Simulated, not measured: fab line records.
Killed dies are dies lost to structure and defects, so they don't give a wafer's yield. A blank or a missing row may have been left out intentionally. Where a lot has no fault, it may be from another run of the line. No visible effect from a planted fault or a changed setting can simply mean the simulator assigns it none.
Matching of chambers | flow nand_harc | 4 sister chambers for NHARC_A_STAIRCASE_TRIM_229 on rie_diel-01
The step chemistry O2, time 211.2 s. 4 wafers are shown with their chamber, then 8 later ones without.

## WAFERS WITH THEIR CHAMBER
wafer  | chamber | drypump_motor_current_A (A)
L078.5 | 2       | 5.2
L082.2 | 0       | 6.3
L082.4 | 1       | 4.8
L084.1 | 3       | 5.7

## WAFERS WITH NO CHAMBER GIVEN
wafer  | drypump_motor_current_A (A)
L084.2 | 6.3
L084.3 | 5.2
L088.3 | 5.6
L088.5 | 4.8
L088.6 | 5.2
L097.1 | 5.2
L097.3 | 6.3
L097.4 | 4.8

## WHICH CHAMBER EACH WENT THROUGH
wafer  | from the rows above | in truth
L084.2 | 0                   | 0
L084.3 | 2                   | 2
L088.3 | 3                   | 3
L088.5 | 1                   | 1
L088.6 | 2                   | 2
L097.1 | 2                   | 2
L097.3 | 0                   | 0
L097.4 | 1                   | 1
Correctly placed: 8 of 8. Not placeable from these rows: 0. Placed wrongly: 0.
How it was worked out, from the rows above alone: a wafer's distance from a chamber is the root of the sum, over the readings, of the square of ((its reading less the chamber's mean) divided by the reading's scatter). The wafer belongs to the nearest chamber; if the next one is less than 2 further off, it can't be placed. The mean given for a chamber averages the wafers shown for that chamber. The scatter: with one shown wafer a chamber, the root of the mean of the squares of how far each hidden wafer lies from its nearest shown one.
